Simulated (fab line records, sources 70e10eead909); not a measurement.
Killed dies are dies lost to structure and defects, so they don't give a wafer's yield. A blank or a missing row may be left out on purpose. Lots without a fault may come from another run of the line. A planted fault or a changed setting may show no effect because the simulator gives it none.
One fault seen from 3 desks | flow nand_harc | each desk has only its own numbers; what lay behind them comes last

THE DEFECT DESK
What the inspections along the route counted, lot by lot: means of the sampled wafers that have a number. A lot is out of limits, marked OUT, if its mean lies more than 4 standard deviations from the usual mean; the brackets give that distance.
Columns: A = raw_defect_count at NHARC_A_SOURCE_PLATE_INSPECT_08, usual 59
lot  | first seen here | A
L594 | day 8 02:53     | 79
L602 | day 11 07:56    | 44
L604 | day 11 19:30    | 40
L605 | day 12 13:13    | 109
L606 | day 12 21:04    | 62
L607 | day 12 21:04    | 70
L608 | day 14 01:04    | 55
L609 | day 14 07:43    | 49
L610 | day 14 17:12    | 40
L611 | day 14 17:12    | 80
L612 | day 15 03:14    | 60
L613 | day 15 23:01    | 66
L616 | day 16 18:16    | 40
L615 | day 16 18:17    | 56
L617 | day 17 04:44    | 37
This desk's finding: nothing out of limits on any of the 15 lots.

THE TOOL OWNER'S DESK: ald_hk-02
The tool's own readings at NHARC_A_CHANNEL_FILL_D1_ALD_16 (deposits SiO2, target thk 1.5 nm, pulse time 10 s, ald cycles 15): means of the sampled wafers that have a number, for each lot that ran on this tool. A lot is out of limits, marked OUT, if its mean lies more than 4 standard deviations from the usual mean; the brackets give that distance.
Columns: A = heater_power_w at NHARC_A_CHANNEL_FILL_D1_ALD_16, usual 473 W; B = precursor_pulse_height_rel at NHARC_A_CHANNEL_FILL_D1_ALD_16, usual 0.998
lot  | first seen here | A   | B
L594 | day 9 21:22     | 486 | 1.020
L602 | day 13 06:13    | 482 | 0.986
L604 | day 13 10:28    | 544 | 1.024
L605 | day 14 03:44    | 464 | 1.004
L612 | day 16 16:38    | 459 | 0.982
L613 | day 17 21:38    | 458 | 0.991
This desk's finding: nothing out of limits on any of the 6 lots.

THE METROLOGY DESK
What the gauges read, lot by lot, whatever tool the lot ran on: means of the sampled wafers that have a number. A lot is out of limits, marked OUT, if its mean lies more than 4 standard deviations from the usual mean; the brackets give that distance.
Columns: A = thk_nm at NHARC_A_ONON_D1_THK_MEAS_11, usual 1001 nm
lot  | first seen here | A
L594 | day 8 05:10     | 998
L602 | day 11 10:13    | 1006
L604 | day 11 21:55    | 998
L605 | day 12 15:30    | 985
L606 | day 12 23:20    | 994
L607 | day 12 23:20    | 1000
L608 | day 14 03:20    | 990
L609 | day 14 09:58    | 1007
L610 | day 14 19:28    | 1004
L611 | day 14 19:29    | 994
L612 | day 15 05:32    | 995
L613 | day 16 01:17    | 1008
L616 | day 16 20:33    | 1001
L615 | day 16 20:54    | 997
L617 | day 17 07:00    | 1010
This desk's finding: nothing out of limits on any of the 15 lots.

PUT TOGETHER
The defect desk saw nothing out of limits.
The tool owner's desk saw nothing out of limits.
The metrology desk saw nothing out of limits.

WHAT THE SIMULATOR HAD PUT IN
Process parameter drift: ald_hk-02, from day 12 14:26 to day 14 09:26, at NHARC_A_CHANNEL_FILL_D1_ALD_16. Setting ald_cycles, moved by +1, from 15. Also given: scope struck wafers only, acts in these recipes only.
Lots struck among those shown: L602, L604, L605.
